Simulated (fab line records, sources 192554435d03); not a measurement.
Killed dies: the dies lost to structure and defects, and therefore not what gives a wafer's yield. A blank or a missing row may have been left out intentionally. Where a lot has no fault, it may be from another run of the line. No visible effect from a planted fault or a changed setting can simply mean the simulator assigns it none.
Comparing a struck lot with a sound one    flow n5 finfet    35 steps out of a route of 1938
Sound: these wafers, L545.2, L545.3, L545.5. Struck: wafers L553.2, L553.4. (L553.6 of the same lot was not struck and is left out.) The cause comes at the end.
For every step that has rows: the tool of each side, followed by ch and its chambers, followed by its first start. Under that, the readings that differ: sound wafers    struck wafers    difference of the means    sigmas: that difference in standard deviations of wafers without a fault.
alike: words and numbers the same on both sides, and readings whose means are apart by under 2 such deviations; not compared: readings that were withheld, readings missing a value for some wafer, numbers with overlapping values and no deviation given by the record, and bounds like >300 which may hide the same value.
The two part at a step that has a row with sigmas, a row that says differs or no value, or rows on one side only. Numbers that have no deviation but don't overlap get no sigmas and don't part them. A reading missing from all wafers of one side parts the sides only when that side holds two or more wafers.

first, 9 steps without rows for these wafers: N5_WELL_APT_DESCUM_30 (chemistry O2, time 7.9 s); N5_WELL_APT_IMPLANT_31; N5_WELL_APT_IMPLANT_32; N5_WELL_APT_STRIP_33 (strips in SPM, time 900 s); N5_WELL_APT_RTA_34 (time 10 s); N5_WELL_APT_OXIDE_STRIP_42 (strips SiO2 in dHF, time 45 s, target depth 12 nm); N5_WELL_APT_PRECLEAN_36 (cleans in O3/DIW, time 45 s); N5_WELL_APT_PRECLEAN_39 (cleans in dHF, time 60 s); N5_WELL_APT_SRD_37 (time 30 s).
N5_WELL_APT_EPI_41: deposits Si from SiH4/H2, target thk 50 nm, time 297.7 s.
  sound on epi rpcvd-01 ch 0, day 2 17:45; struck on epi rpcvd-01 ch 0, day 4 16:52
reading                                  sound              struck       difference  sigmas
model.Si_of_WELL_APT_EPI_41.thk nm (nm)  49.74 49.67 49.85  43.09 44.19  -6.11       
  alike: lamp inner pct, throttle valve pct
then, 24 steps without rows for these wafers: N5_PMOS_HMC_CHANNEL_EPI_HM_DEP_34 (deposits SiO2 from TEOS/O2, target thk 36 nm, time 6.9 s); N5_PMOS_HMC_CHANNEL_EPI_COAT_31 (time 60 s, resist thk 66 nm); N5_PMOS_HMC_CHANNEL_EPI_COAT_03 (resist thk 205 nm); N5_PMOS_HMC_CHANNEL_EPI_EBR_05; N5_PMOS_HMC_CHANNEL_EPI_SOFTBAKE_04 (time 60 s); N5_PMOS_HMC_CHANNEL_EPI_EXPOSE_06 (exposes mask PMOS HMC BLK, target cd 240 nm); N5_PMOS_HMC_CHANNEL_EPI_PEB_07 (peb time 60 s); N5_PMOS_HMC_CHANNEL_EPI_DEVELOP_08 (develop time 30 s); N5_PMOS_HMC_CHANNEL_EPI_DESCUM_14 (chemistry O2, time 7.9 s); N5_PMOS_HMC_CHANNEL_EPI_ETCH_32 (etches BARC in N2/H2, stops on SiO2, target depth 85.8 nm, time 50.3 s); N5_PMOS_HMC_CHANNEL_EPI_HM_OPEN_15 (chemistry CHF3/O2, target SiO2, target depth 40.6 nm, time 20.3 s); N5_PMOS_HMC_CHANNEL_EPI_STRIP_33 (strips in N2/H2); N5_PMOS_HMC_CHANNEL_EPI_STRIP_17 (strips in SPM, time 750 s); N5_PMOS_HMC_CHANNEL_EPI_ETCH_38 (etches SiO2 in CF4, target depth 1.5 nm); N5_PMOS_HMC_CHANNEL_EPI_FIN_RECESS_16 (chemistry HBr/Cl2, target Si, target depth 54 nm, time 18 s); N5_PMOS_HMC_CHANNEL_EPI_PRECLEAN_36 (cleans in O3/DIW, time 45 s); N5_PMOS_HMC_CHANNEL_EPI_PRECLEAN_18 (cleans in DHF, time 30 s); N5_PMOS_HMC_CHANNEL_EPI_SRD_19 (time 30 s); N5_PMOS_HMC_CHANNEL_EPI_EPI_20 (deposits SiGe30, target thk 59 nm); N5_PMOS_HMC_CHANNEL_EPI_HM_STRIP_35 (strips SiO2 in dHF, material SiO2, target depth 39.6 nm, time 216 s); N5_PMOS_HMC_CHANNEL_EPI_SRD_39 (time 30 s); N5_PMOS_HMC_CHANNEL_EPI_CMP_21 (polishes SiGe30, target thk 54 nm); N5_PMOS_HMC_CHANNEL_EPI_PRECLEAN_40 (cleans in DHF, time 30 s); N5_PMOS_HMC_CHANNEL_EPI_PRECLEAN_37 (cleans in O3/DIW, time 45 s).
N5_SD_EPI_N_STRIP_18: strips in SPM, time 750 s.
  sound on wet bench-01 ch 4,5,7, day 4 03:44; struck on wet bench-04 ch 0,1, day 6 03:45
reading                                  sound      struck   difference  sigmas
model.Si_of_WELL_APT_EPI_41.thk nm (nm)  8 8.6 8.8  4.2 3.8  -4.5        

== WHERE THEY PART ==
Nowhere in this record.

WHY: what the simulator had put in
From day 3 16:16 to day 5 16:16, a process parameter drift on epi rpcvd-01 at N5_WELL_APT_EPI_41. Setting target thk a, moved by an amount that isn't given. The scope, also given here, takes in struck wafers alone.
